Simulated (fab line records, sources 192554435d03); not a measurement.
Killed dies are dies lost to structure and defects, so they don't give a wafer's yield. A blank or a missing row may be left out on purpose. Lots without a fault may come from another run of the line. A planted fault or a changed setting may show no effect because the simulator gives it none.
Chamber matching | flow n5_finfet | N5_BEOL_M8_STRIP_19 on rie_diel-05: 4 sister chambers
The step strips in O2. 18 wafers are shown with their chamber, then 9 later ones without.

WAFERS WITH THEIR CHAMBER
wafer  | chamber | showerhead_plenum_p_Torr (Torr) | drypump_motor_current_A (A) | throttle_valve_pct (%)
L075.1 | 1       | 2.15                            | 6.2                         | 16.37
L075.2 | 2       | 2.09                            | 6.6                         | 16.71
L075.3 | 3       | 2.20                            | 5.5                         | 16.84
L075.4 | 0       | 2.02                            | 5.6                         | 16.50
L075.5 | 3       | 2.20                            | 5.5                         | 16.83
L075.6 | 0       | 2.02                            | 5.6                         | 16.51
L082.1 | 2       | 2.09                            | 6.6                         | 16.72
L082.2 | 1       | 2.15                            | 6.3                         | 16.37
L082.3 | 0       | 2.02                            | 5.6                         | 16.53
L082.4 | 3       | 2.19                            | 5.5                         | 16.84
L082.5 | 3       | 2.19                            | 5.5                         | 16.82
L082.6 | 2       | 2.09                            | 6.6                         | 16.73
L081.2 | 0       | 2.02                            | 5.6                         | 16.53
L081.3 | 1       | 2.15                            | 6.3                         | 16.37
L081.4 | 3       | 2.19                            | 5.5                         | 16.86
L084.2 | 1       | 2.15                            | 6.3                         | 16.40
L084.3 | 2       | 2.09                            | 6.6                         | 16.76
L084.6 | 1       | 2.15                            | 6.3                         | 16.39

SIGNATURES (means of the wafers above)
reading                  | chamber 0 | chamber 1 | chamber 2 | chamber 3 | scatter within a chamber
showerhead_plenum_p_Torr | 2.0200    | 2.1500    | 2.0900    | 2.1940    | 0.00293
drypump_motor_current_A  | 5.600     | 6.280     | 6.600     | 5.500     | 0.0239
throttle_valve_pct       | 16.5175   | 16.3800   | 16.7300   | 16.8380   | 0.0164
Rule: a wafer's distance from a chamber is the root of the sum, over the readings, of the square of ((its reading less the chamber's mean) divided by the reading's scatter). The wafer belongs to the nearest chamber; if the next one is less than 2 further off, it can't be placed. The scatter: the root of (the sum of the squares of (reading less its chamber's mean) over the shown wafers, divided by (wafers less chambers)).

WAFERS WITHOUT THEIR CHAMBER
wafer  | showerhead_plenum_p_Torr (Torr) | drypump_motor_current_A (A) | throttle_valve_pct (%)
L087.3 | 2.02                            | 5.6                         | 16.54
L087.4 | 2.19                            | 5.6                         | 16.88
L087.6 | 2.02                            | 5.6                         | 16.53
L092.3 | 2.08                            | 6.6                         | 16.77
L092.5 | 2.19                            | 5.6                         | 16.90
L092.6 | 2.01                            | 5.6                         | 16.55
L093.2 | 2.01                            | 5.6                         | 16.58
L093.4 | 2.08                            | 6.6                         | 16.77
L093.6 | 2.18                            | 5.6                         | 16.90

WHICH CHAMBER EACH WENT THROUGH
wafer  | from the rows above | in truth
L087.3 | 0                   | 0
L087.4 | 3                   | 3
L087.6 | 0                   | 0
L092.3 | 2                   | 2
L092.5 | 3                   | 3
L092.6 | 0                   | 0
L093.2 | 0                   | 0
L093.4 | 2                   | 2
L093.6 | 3                   | 3
Placed correctly: 9 of 9. Can't be placed from these rows: 0. Placed wrongly: 0.
